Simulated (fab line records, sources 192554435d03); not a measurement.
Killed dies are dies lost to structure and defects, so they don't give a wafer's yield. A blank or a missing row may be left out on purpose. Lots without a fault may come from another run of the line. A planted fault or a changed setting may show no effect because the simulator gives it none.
Chamber matching | flow n5_finfet | N5_GATE_CUT_STRIP_41 on rie_diel-04: 4 sister chambers
The step strips in CF4. 8 wafers are shown with their chamber, then 12 later ones without.

WAFERS WITH THEIR CHAMBER
wafer  | chamber | drypump_motor_current_A (A) | throttle_valve_pct (%)
L083.1 | 2       | 6.2                         | 12.9
L084.4 | 3       | 5.9                         | 13.9
L085.1 | 0       | 5.7                         | 13.8
L085.2 | 2       | 6.2                         | 13.0
L085.6 | 1       | 6.3                         | 13.9
L088.2 | 1       | 6.3                         | 13.9
L088.4 | 3       | 5.9                         | 13.9
L088.5 | 0       | 5.6                         | 13.8

WAFERS WITHOUT THEIR CHAMBER
wafer  | drypump_motor_current_A (A) | throttle_valve_pct (%)
L089.2 | 5.6                         | 13.8
L089.3 | 6.2                         | 13.0
L089.5 | 6.3                         | 13.9
L091.1 | 5.6                         | 13.8
L091.2 | 6.2                         | 13.0
L091.3 | 6.3                         | 13.9
L093.2 | 5.7                         | 13.8
L093.3 | 6.2                         | 13.0
L093.4 | 6.2                         | 13.0
L095.2 | 5.9                         | 13.4
L095.3 | 6.3                         | 13.9
L095.4 | 6.2                         | 13.0

WHICH CHAMBER EACH WENT THROUGH
wafer  | from the rows above          | in truth
L089.2 | 0                            | 0
L089.3 | 2                            | 2
L089.5 | 1                            | 1
L091.1 | 0                            | 0
L091.2 | 2                            | 2
L091.3 | 1                            | 1
L093.2 | 0                            | 0
L093.3 | 2                            | 2
L093.4 | 2                            | 2
L095.2 | can't be placed: 0 or 3 or 2 | 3
L095.3 | 1                            | 1
L095.4 | 2                            | 2
Placed correctly: 11 of 12. Can't be placed from these rows: 1 (the true chamber is among the candidates in 1). Placed wrongly: 0.
How it was worked out, from the rows above alone: a wafer's distance from a chamber is the root of the sum, over the readings, of the square of ((its reading less the chamber's mean) divided by the reading's scatter). The wafer belongs to the nearest chamber; if the next one is less than 2 further off, it can't be placed. A chamber's mean is the mean of its shown wafers. The scatter: the root of (the sum of the squares of (reading less its chamber's mean) over the shown wafers, divided by (wafers less chambers)).
